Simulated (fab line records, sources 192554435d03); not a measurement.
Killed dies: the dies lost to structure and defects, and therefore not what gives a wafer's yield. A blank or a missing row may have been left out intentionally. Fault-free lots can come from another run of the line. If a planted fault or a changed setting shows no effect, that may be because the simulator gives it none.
Chamber matching :: flow n5 finfet :: N5_BEOL_M3_CO_CAP_55 on cvd co-01: 3 sister chambers
The step material Co, precursor CCTBA/H2, target thk 2 nm, time 102.1 s. 18 wafers are shown with their chamber, then 9 later ones without.

WAFERS, EACH WITH ITS CHAMBER
wafer: L641.2
chamber: 2
heater power w (W): 248

wafer: L641.3
chamber: 1
heater power w (W): 220

wafer: L641.6
chamber: 0
heater power w (W): 230

wafer: L642.2
chamber: 0
heater power w (W): 226

wafer: L642.3
chamber: 1
heater power w (W): 223

wafer: L642.5
chamber: 1
heater power w (W): 224

wafer: L649.2
chamber: 0
heater power w (W): 230

wafer: L649.3
chamber: 1
heater power w (W): 219

wafer: L649.5
chamber: 0
heater power w (W): 231

wafer: L650.3
chamber: 0
heater power w (W): 232

wafer: L650.5
chamber: 1
heater power w (W): 221

wafer: L650.6
chamber: 2
heater power w (W): 257

wafer: L651.1
chamber: 0
heater power w (W): 224

wafer: L651.2
chamber: 2
heater power w (W): 253

wafer: L651.3
chamber: 1
heater power w (W): 222

wafer: L653.1
chamber: 0
heater power w (W): 226

wafer: L653.2
chamber: 2
heater power w (W): 248

wafer: L653.4
chamber: 0
heater power w (W): 226

SIGNATURES (averages over the wafers above)
reading: heater power w
chamber 0: 228.12
chamber 1: 221.50
chamber 2: 251.50
scatter within a chamber: 3
Rule: a wafer's distance from a chamber is the root of the sum, over the readings, of the square of ((its reading less the chamber's mean) divided by the reading's scatter). The wafer belongs to the nearest chamber; if the next one is less than 2 further off, it can't be placed. The scatter: the root of (the sum of the squares of (reading less its chamber's mean) over the shown wafers, divided by (wafers less chambers)).

WAFERS WITHOUT THEIR CHAMBER
wafer: L657.2
heater power w (W): 252

wafer: L657.3
heater power w (W): 220

wafer: L657.6
heater power w (W): 254

wafer: L658.1
heater power w (W): 216

wafer: L658.3
heater power w (W): 245

wafer: L658.4
heater power w (W): 222

wafer: L659.3
heater power w (W): 225

wafer: L659.5
heater power w (W): 220

wafer: L659.6
heater power w (W): 229

EACH ONE'S CHAMBER
wafer: L657.2
from the rows above: 2
in truth: 2

wafer: L657.3
from the rows above: 1
in truth: 1

wafer: L657.6
from the rows above: 2
in truth: 2

wafer: L658.1
from the rows above: 1
in truth: 1

wafer: L658.3
from the rows above: 2
in truth: 2

wafer: L658.4
from the rows above: can't be placed: 1 or 0
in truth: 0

wafer: L659.3
from the rows above: can't be placed: 0 or 1
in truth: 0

wafer: L659.5
from the rows above: 1
in truth: 1

wafer: L659.6
from the rows above: 0
in truth: 0
Correctly placed: 7 of 9. Cannot be placed on the basis of these rows: 2; the candidates contain the true chamber in 2. Number placed wrongly: 0.
